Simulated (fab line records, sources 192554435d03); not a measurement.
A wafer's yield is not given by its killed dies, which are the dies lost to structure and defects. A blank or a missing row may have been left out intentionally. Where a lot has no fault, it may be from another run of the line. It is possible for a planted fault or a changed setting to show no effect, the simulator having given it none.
Chamber matching -- flow n5Finfet -- 4 sister chambers for N5_BEOL_M0_SAQP_ETCH_101 on rieDiel-02
The step etches SiNx in CH3F/O2, target depth 29.9 nm, time 42.7 s. 4 wafers are shown with their chamber, then 10 later ones without.

## WAFERS WITH THEIR CHAMBER
wafer,chamber,showerheadPlenumPTorr (Torr)
L087.5,3,1.91
L088.1,0,2.05
L091.1,1,1.93
L091.4,2,2.01

## WAFERS MISSING THEIR CHAMBER
wafer,showerheadPlenumPTorr (Torr)
L091.5,1.93
L093.1,1.90
L093.4,1.93
L093.6,2.04
L094.1,2.04
L094.2,2.01
L094.6,2.04
L097.1,2.01
L097.2,1.90
L097.3,2.04

## WHICH CHAMBER EACH WENT THROUGH
wafer,from the rows above,in truth
L091.5,1,1
L093.1,3,3
L093.4,1,1
L093.6,0,0
L094.1,0,0
L094.2,2,2
L094.6,0,0
L097.1,2,2
L097.2,3,3
L097.3,0,0
Placed correctly: 10 of 10. Number that these rows cannot place: 0. Wrongly placed: 0.
How it was worked out, from the rows above alone: a wafer's distance from a chamber is the root of the sum, over the readings, of the square of ((its reading less the chamber's mean) divided by the reading's scatter). The wafer belongs to the nearest chamber; if the next one is less than 2 further off, it can't be placed. The mean given for a chamber averages the wafers shown for that chamber. The scatter: root of mean squared gap, hidden wafer to nearest shown wafer, with one shown wafer a chamber.
